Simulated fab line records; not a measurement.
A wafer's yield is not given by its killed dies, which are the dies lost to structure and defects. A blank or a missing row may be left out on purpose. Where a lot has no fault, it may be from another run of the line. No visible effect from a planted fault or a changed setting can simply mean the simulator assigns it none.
Matching of chambers :: flow nand-harc :: NHARC_A_STAIRCASE_DESCUM_312 on rie-diel-01 has 4 sister chambers
The step chemistry O2, time 3 s. 24 wafers are shown with their chamber, then 12 later ones without.

WAFERS, EACH WITH ITS CHAMBER
wafer: L076.2
chamber: 3
drypump-motor-current-A (A): 6.3
oes-product-au (a.u.): 1.004
showerhead-plenum-p-Torr (Torr): 1.91

wafer: L076.5
chamber: 0
drypump-motor-current-A (A): 5.7
oes-product-au (a.u.): 1.019
showerhead-plenum-p-Torr (Torr): 1.85

wafer: L076.6
chamber: 3
drypump-motor-current-A (A): 6.3
oes-product-au (a.u.): 1.010
showerhead-plenum-p-Torr (Torr): 1.91

wafer: L075.1
chamber: 2
drypump-motor-current-A (A): 5.7
oes-product-au (a.u.): 0.997
showerhead-plenum-p-Torr (Torr): 1.92

wafer: L075.2
chamber: 0
drypump-motor-current-A (A): 5.7
oes-product-au (a.u.): 1.017
showerhead-plenum-p-Torr (Torr): 1.85

wafer: L075.5
chamber: 0
drypump-motor-current-A (A): 5.7
oes-product-au (a.u.): 1.023
showerhead-plenum-p-Torr (Torr): 1.85

wafer: L078.3
chamber: 0
drypump-motor-current-A (A): 5.7
oes-product-au (a.u.): 1.024
showerhead-plenum-p-Torr (Torr): 1.85

wafer: L078.5
chamber: 0
drypump-motor-current-A (A): 5.7
oes-product-au (a.u.): 1.017
showerhead-plenum-p-Torr (Torr): 1.85

wafer: L078.6
chamber: 1
drypump-motor-current-A (A): 6.2
oes-product-au (a.u.): 1.010
showerhead-plenum-p-Torr (Torr): 1.78

wafer: L081.1
chamber: 1
drypump-motor-current-A (A): 6.2
oes-product-au (a.u.): 0.997
showerhead-plenum-p-Torr (Torr): 1.77

wafer: L081.4
chamber: 2
drypump-motor-current-A (A): 5.7
oes-product-au (a.u.): 0.996
showerhead-plenum-p-Torr (Torr): 1.91

wafer: L081.5
chamber: 2
drypump-motor-current-A (A): 5.6
oes-product-au (a.u.): 0.992
showerhead-plenum-p-Torr (Torr): 1.91

wafer: L082.1
chamber: 0
drypump-motor-current-A (A): 5.7
oes-product-au (a.u.): 1.011
showerhead-plenum-p-Torr (Torr): 1.85

wafer: L082.2
chamber: 1
drypump-motor-current-A (A): 6.2
oes-product-au (a.u.): 1.011
showerhead-plenum-p-Torr (Torr): 1.77

wafer: L082.3
chamber: 3
drypump-motor-current-A (A): 6.3
oes-product-au (a.u.): 1.010
showerhead-plenum-p-Torr (Torr): 1.91

wafer: L083.1
chamber: 1
drypump-motor-current-A (A): 6.2
oes-product-au (a.u.): 1.004
showerhead-plenum-p-Torr (Torr): 1.77

wafer: L083.3
chamber: 0
drypump-motor-current-A (A): 5.7
oes-product-au (a.u.): 1.011
showerhead-plenum-p-Torr (Torr): 1.84

wafer: L083.6
chamber: 3
drypump-motor-current-A (A): 6.3
oes-product-au (a.u.): 1.001
showerhead-plenum-p-Torr (Torr): 1.91

wafer: L090.3
chamber: 1
drypump-motor-current-A (A): 6.3
oes-product-au (a.u.): 1.000
showerhead-plenum-p-Torr (Torr): 1.76

wafer: L090.4
chamber: 0
drypump-motor-current-A (A): 5.7
oes-product-au (a.u.): 1.018
showerhead-plenum-p-Torr (Torr): 1.84

wafer: L090.5
chamber: 2
drypump-motor-current-A (A): 5.7
oes-product-au (a.u.): 1.001
showerhead-plenum-p-Torr (Torr): 1.90

wafer: L092.1
chamber: 1
drypump-motor-current-A (A): 6.2
oes-product-au (a.u.): 0.980
showerhead-plenum-p-Torr (Torr): 2.08

wafer: L092.2
chamber: 2
drypump-motor-current-A (A): 5.7
oes-product-au (a.u.): 1.003
showerhead-plenum-p-Torr (Torr): 1.90

wafer: L092.3
chamber: 0
drypump-motor-current-A (A): 5.7
oes-product-au (a.u.): 1.019
showerhead-plenum-p-Torr (Torr): 1.84

SIGNATURES (means of the wafers above)
reading: drypump-motor-current-A
chamber 0: 5.700
chamber 1: 6.217
chamber 2: 5.680
chamber 3: 6.300
scatter within a chamber: 0.0286

reading: oes-product-au
chamber 0: 1.01767
chamber 1: 1.00033
chamber 2: 0.99780
chamber 3: 1.00625
scatter within a chamber: 0.00687

reading: showerhead-plenum-p-Torr
chamber 0: 1.8467
chamber 1: 1.8217
chamber 2: 1.9080
chamber 3: 1.9100
scatter within a chamber: 0.0635
Rule: for each reading, subtract the chamber's mean from the wafer's reading, divide by that reading's scatter and square the result; add these up over the readings and take the root, which gives the wafer's distance from the chamber. If the next closest chamber is less than 2 further off than the closest, the wafer can't be placed; otherwise it belongs to the closest. The scatter is the square root of a quotient: the sum, over the shown wafers, of each reading's squared deviation from its chamber's mean, divided by wafers minus chambers.

WAFERS WITHOUT THEIR CHAMBER
wafer: L091.1
drypump-motor-current-A (A): 5.7
oes-product-au (a.u.): 1.023
showerhead-plenum-p-Torr (Torr): 1.83

wafer: L091.4
drypump-motor-current-A (A): 6.3
oes-product-au (a.u.): 1.022
showerhead-plenum-p-Torr (Torr): 1.90

wafer: L091.5
drypump-motor-current-A (A): 5.7
oes-product-au (a.u.): 0.994
showerhead-plenum-p-Torr (Torr): 1.90

wafer: L093.1
drypump-motor-current-A (A): 6.3
oes-product-au (a.u.): 0.995
showerhead-plenum-p-Torr (Torr): 2.07

wafer: L093.4
drypump-motor-current-A (A): 5.7
oes-product-au (a.u.): 1.011
showerhead-plenum-p-Torr (Torr): 1.83

wafer: L093.5
drypump-motor-current-A (A): 6.3
oes-product-au (a.u.): 1.018
showerhead-plenum-p-Torr (Torr): 1.90

wafer: L094.3
drypump-motor-current-A (A): 6.3
oes-product-au (a.u.): 1.019
showerhead-plenum-p-Torr (Torr): 1.90

wafer: L094.5
drypump-motor-current-A (A): 6.2
oes-product-au (a.u.): 0.989
showerhead-plenum-p-Torr (Torr): 2.07

wafer: L094.6
drypump-motor-current-A (A): 5.7
oes-product-au (a.u.): 1.026
showerhead-plenum-p-Torr (Torr): 1.83

wafer: L097.1
drypump-motor-current-A (A): 6.2
oes-product-au (a.u.): 0.979
showerhead-plenum-p-Torr (Torr): 2.07

wafer: L097.2
drypump-motor-current-A (A): 6.3
oes-product-au (a.u.): 1.003
showerhead-plenum-p-Torr (Torr): 1.89

wafer: L097.6
drypump-motor-current-A (A): 5.7
oes-product-au (a.u.): 1.006
showerhead-plenum-p-Torr (Torr): 1.90

WHICH CHAMBER EACH WENT THROUGH
wafer: L091.1
from the rows above: 0
in truth: 0

wafer: L091.4
from the rows above: 3
in truth: 3

wafer: L091.5
from the rows above: 2
in truth: 2

wafer: L093.1
from the rows above: can't be placed: 3 or 1
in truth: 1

wafer: L093.4
from the rows above: can't be placed: 0 or 2
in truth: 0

wafer: L093.5
from the rows above: 3
in truth: 3

wafer: L094.3
from the rows above: 3
in truth: 3

wafer: L094.5
from the rows above: can't be placed: 1 or 3
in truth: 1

wafer: L094.6
from the rows above: 0
in truth: 0

wafer: L097.1
from the rows above: can't be placed: 1 or 3
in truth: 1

wafer: L097.2
from the rows above: 3
in truth: 3

wafer: L097.6
from the rows above: can't be placed: 2 or 0
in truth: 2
Correct placement for 7 of the 12. Can't be placed from these rows: 5 (the true chamber is among the candidates in 5). Placed wrongly: 0.
